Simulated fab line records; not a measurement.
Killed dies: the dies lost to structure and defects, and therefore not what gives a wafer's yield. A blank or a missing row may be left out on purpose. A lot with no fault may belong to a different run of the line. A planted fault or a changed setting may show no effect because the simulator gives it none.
Split-lot trial / flow n5Finfet / 7 lots, 39 wafers read, on a route of 1938 steps

## THE SPLIT ITSELF
At N5_DUMMY_GATE_EXPOSE_12 (exposes mask GATE, target cd 25 nm), the setting doseMj was moved away from the recipe's 34 on 15 of the 39 wafers read, by -6.7% to +7.5%. The other wafers ran this setting at the recipe's value.

## FROM THE SPLIT TO THE READING: what the file shows between them, 13 steps
- N5_DUMMY_GATE_PEB_13: peb time 60 s
- N5_DUMMY_GATE_DEVELOP_14: develop time 30 s
- N5_DUMMY_GATE_CD_MEAS_15: target cd 25.8 nm
- N5_DUMMY_GATE_STRIP_38: strips in N2/H2
- N5_DUMMY_GATE_STRIP_39: strips in N2/H2
- N5_DUMMY_GATE_TRIM_49: chemistry O2, time 29 s, target cd 14 nm
- N5_DUMMY_GATE_STRIP_40: strips in CF4
- N5_DUMMY_GATE_CD_MEAS_50: target cd 14 nm
- N5_DUMMY_GATE_ETCH_31: etches SiO2 in C4F6/O2, target depth 82.5 nm, time 27.5 s
- N5_DUMMY_GATE_STRIP_41: strips in O2
- N5_DUMMY_GATE_ETCH_32: etches SiO2 in CF4, target depth 3.5 nm, time 3.9 s
- N5_DUMMY_GATE_ETCH_23: etches poly-Si in HBr/Cl2/O2, target depth 41 nm, time 22.3 s
- N5_DUMMY_GATE_ETCH_44: etches poly-Si in HBr/O2, stops on SiO2, target depth 127.5 nm

## THE READING
Shown in nm: cdNm at N5_DUMMY_GATE_CD_MEAS_24, with target cd 15 nm. A value of 15.0 nm with a standard deviation of 0.35 nm is what fault-free wafers of this fab line usually give.

wafer=L077.1; tool, chamber at the split=euvScanner-01, 0; doseMj as run=34; against the recipe=recipe; cdNm, nm=14.8; against lot-mates on the recipe=-
wafer=L077.2; tool, chamber at the split=euvScanner-01, 0; doseMj as run=34; against the recipe=recipe; cdNm, nm=15.2; against lot-mates on the recipe=-
wafer=L077.3; tool, chamber at the split=euvScanner-01, 0; doseMj as run=34; against the recipe=recipe; cdNm, nm=14.9; against lot-mates on the recipe=-
wafer=L077.4; tool, chamber at the split=euvScanner-01, 0; doseMj as run=34; against the recipe=recipe; cdNm, nm=15.1; against lot-mates on the recipe=-
wafer=L077.5; tool, chamber at the split=euvScanner-01, 0; doseMj as run=34; against the recipe=recipe; cdNm, nm=14.8; against lot-mates on the recipe=-
wafer=L077.6; tool, chamber at the split=euvScanner-01, 0; doseMj as run=34; against the recipe=recipe; cdNm, nm=15.4; against lot-mates on the recipe=-
wafer=L078.1; tool, chamber at the split=euvScanner-01, 0; doseMj as run=32.83; against the recipe=-3.4%; cdNm, nm=15.8; against lot-mates on the recipe=+0.9
wafer=L078.2; tool, chamber at the split=euvScanner-01, 0; doseMj as run=34; against the recipe=recipe; cdNm, nm=14.7; against lot-mates on the recipe=-
wafer=L078.3; tool, chamber at the split=euvScanner-01, 0; doseMj as run=34; against the recipe=recipe; cdNm, nm=15.0; against lot-mates on the recipe=-
wafer=L078.4; tool, chamber at the split=euvScanner-01, 0; doseMj as run=32.83; against the recipe=-3.4%; cdNm, nm=15.1; against lot-mates on the recipe=+0.2
wafer=L078.5; tool, chamber at the split=euvScanner-01, 0; doseMj as run=34; against the recipe=recipe; cdNm, nm=15.0; against lot-mates on the recipe=-
wafer=L078.6; tool, chamber at the split=euvScanner-01, 0; doseMj as run=32.83; against the recipe=-3.4%; cdNm, nm=15.8; against lot-mates on the recipe=+0.9
wafer=L086.1; tool, chamber at the split=euvScanner-01, 0; doseMj as run=36.55; against the recipe=+7.5%; cdNm, nm=13.5; against lot-mates on the recipe=-1.4
wafer=L086.2; tool, chamber at the split=euvScanner-01, 0; doseMj as run=34; against the recipe=recipe; cdNm, nm=15.6; against lot-mates on the recipe=-
wafer=L086.3; tool, chamber at the split=euvScanner-01, 0; doseMj as run=36.55; against the recipe=+7.5%; cdNm, nm=13.5; against lot-mates on the recipe=-1.4
wafer=L086.4; tool, chamber at the split=euvScanner-01, 0; doseMj as run=34; against the recipe=recipe; cdNm, nm=14.2; against lot-mates on the recipe=-
wafer=L086.5; tool, chamber at the split=euvScanner-01, 0; doseMj as run=34; against the recipe=recipe; cdNm, nm=15.0; against lot-mates on the recipe=-
wafer=L086.6; tool, chamber at the split=euvScanner-01, 0; doseMj as run=36.55; against the recipe=+7.5%; cdNm, nm=13.4; against lot-mates on the recipe=-1.5
wafer=L088.1; tool, chamber at the split=euvScanner-02, 0; doseMj as run=34; against the recipe=recipe; cdNm, nm=15.3; against lot-mates on the recipe=-
wafer=L088.2; tool, chamber at the split=euvScanner-02, 0; doseMj as run=34; against the recipe=recipe; cdNm, nm=14.9; against lot-mates on the recipe=-
wafer=L088.5; tool, chamber at the split=euvScanner-02, 0; doseMj as run=34; against the recipe=recipe; cdNm, nm=14.5; against lot-mates on the recipe=-
wafer=L092.1; tool, chamber at the split=euvScanner-02, 0; doseMj as run=34; against the recipe=recipe; cdNm, nm=15.0; against lot-mates on the recipe=-
wafer=L092.2; tool, chamber at the split=euvScanner-02, 0; doseMj as run=32.36; against the recipe=-4.8%; cdNm, nm=16.2; against lot-mates on the recipe=+1.4
wafer=L092.3; tool, chamber at the split=euvScanner-02, 0; doseMj as run=34; against the recipe=recipe; cdNm, nm=14.4; against lot-mates on the recipe=-
wafer=L092.4; tool, chamber at the split=euvScanner-02, 0; doseMj as run=34; against the recipe=recipe; cdNm, nm=15.0; against lot-mates on the recipe=-
wafer=L092.5; tool, chamber at the split=euvScanner-02, 0; doseMj as run=32.36; against the recipe=-4.8%; cdNm, nm=15.9; against lot-mates on the recipe=+1.1
wafer=L092.6; tool, chamber at the split=euvScanner-02, 0; doseMj as run=32.36; against the recipe=-4.8%; cdNm, nm=15.9; against lot-mates on the recipe=+1.1
wafer=L095.1; tool, chamber at the split=euvScanner-02, 0; doseMj as run=31.71; against the recipe=-6.7%; cdNm, nm=16.2; against lot-mates on the recipe=+1.2
wafer=L095.2; tool, chamber at the split=euvScanner-02, 0; doseMj as run=31.71; against the recipe=-6.7%; cdNm, nm=15.8; against lot-mates on the recipe=+0.8
wafer=L095.3; tool, chamber at the split=euvScanner-02, 0; doseMj as run=34; against the recipe=recipe; cdNm, nm=15.2; against lot-mates on the recipe=-
wafer=L095.4; tool, chamber at the split=euvScanner-02, 0; doseMj as run=34; against the recipe=recipe; cdNm, nm=15.3; against lot-mates on the recipe=-
wafer=L095.5; tool, chamber at the split=euvScanner-02, 0; doseMj as run=34; against the recipe=recipe; cdNm, nm=14.6; against lot-mates on the recipe=-
wafer=L095.6; tool, chamber at the split=euvScanner-02, 0; doseMj as run=31.71; against the recipe=-6.7%; cdNm, nm=16.3; against lot-mates on the recipe=+1.3
wafer=L096.1; tool, chamber at the split=euvScanner-02, 0; doseMj as run=34; against the recipe=recipe; cdNm, nm=14.6; against lot-mates on the recipe=-
wafer=L096.2; tool, chamber at the split=euvScanner-02, 0; doseMj as run=32.14; against the recipe=-5.5%; cdNm, nm=16.2; against lot-mates on the recipe=+1.3
wafer=L096.3; tool, chamber at the split=euvScanner-02, 0; doseMj as run=32.14; against the recipe=-5.5%; cdNm, nm=16.7; against lot-mates on the recipe=+1.8
wafer=L096.4; tool, chamber at the split=euvScanner-02, 0; doseMj as run=34; against the recipe=recipe; cdNm, nm=15.1; against lot-mates on the recipe=-
wafer=L096.5; tool, chamber at the split=euvScanner-02, 0; doseMj as run=34; against the recipe=recipe; cdNm, nm=15.1; against lot-mates on the recipe=-
wafer=L096.6; tool, chamber at the split=euvScanner-02, 0; doseMj as run=32.14; against the recipe=-5.5%; cdNm, nm=16.3; against lot-mates on the recipe=+1.4

THE FIT
A straight line over all 39 wafers: cdNm changes by -0.203 nm for each +1% of doseMj; r = -0.92; the points scatter about the line by 0.32 nm.
The same after taking each lot's own level away (the mean of its wafers on the recipe; 39 wafers): -0.204 nm for each +1%; r = -0.91; scatter 0.32 nm.
That fit puts the effect of the largest move of doseMj on the reading at 1.5 nm.
From 14.80 to 15.03 nm: that is the span of the lots' own levels, equal to 0.7 times the standard deviation above.
The two slopes agree, so the slope changes little with the lot-to-lot level.
Check: -1.52 nm against its lot-mates is what the line predicts for one of the wafers moved furthest among these (+7.5%) when that wafer is left out of the fit. Against them it came out at -1.43 nm.

## THE OTHER SPLITS THESE WAFERS WENT THROUGH
Other splits were also applied to these wafers ahead of the reading. Each is held against what the fit with the lots' levels taken away leaves over:
other split on the same wafers=N5_WELL_APT_EXPOSE_22 doseMj; wafers away from the commonest value=12; r with cdNm (lot level and that fit taken away)=-0.17
other split on the same wafers=N5_FIN_SAQP_ETCH_34 sourceW; wafers away from the commonest value=15; r with cdNm (lot level and that fit taken away)=+0.14
other split on the same wafers=N5_FIN_CUT_CUT_ETCH_26 sourceW; wafers away from the commonest value=12; r with cdNm (lot level and that fit taken away)=+0.00

## THE WHOLE CHAIN: every reading that the file lists as answering this split, in the file's order
step=N5_DUMMY_GATE_CD_MEAS_15; what it does=target cd 25.8 nm; reading=cdNm; change (the file's fit)=-0.209 nm for each +1% of the setting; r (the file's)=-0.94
step=N5_DUMMY_GATE_TRIM_49; what it does=chemistry O2, time 29 s, target cd 14 nm; reading=DUMMY_GATE.cdNm (the simulator's own value, which no gauge read); change (the file's fit)=-0.184 nm for each +1% of the setting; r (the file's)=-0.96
step=N5_DUMMY_GATE_CD_MEAS_50; what it does=target cd 14 nm; reading=cdNm; change (the file's fit)=-0.174 nm for each +1% of the setting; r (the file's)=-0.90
step=N5_DUMMY_GATE_ETCH_44; what it does=etches poly-Si in HBr/O2, stops on SiO2, target depth 127.5 nm; reading=DUMMY_GATE.cdNm (the simulator's own value, which no gauge read); change (the file's fit)=-0.201 nm for each +1% of the setting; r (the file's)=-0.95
step=N5_DUMMY_GATE_CD_MEAS_24; what it does=target cd 15 nm; reading=cdNm; change (the file's fit)=-0.206 nm for each +1% of the setting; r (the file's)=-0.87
step=N5_DUMMY_GATE_ETCH_42; what it does=etches SiO2 in CHF3/O2, target depth 3.5 nm, time 31 s; reading=DUMMY_GATE.cdNm (the simulator's own value, which no gauge read); change (the file's fit)=-0.194 nm for each +1% of the setting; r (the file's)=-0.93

## THE FILE'S OWN FIT
cdNm changes by -0.206 nm for each +1% of doseMj, r = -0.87.
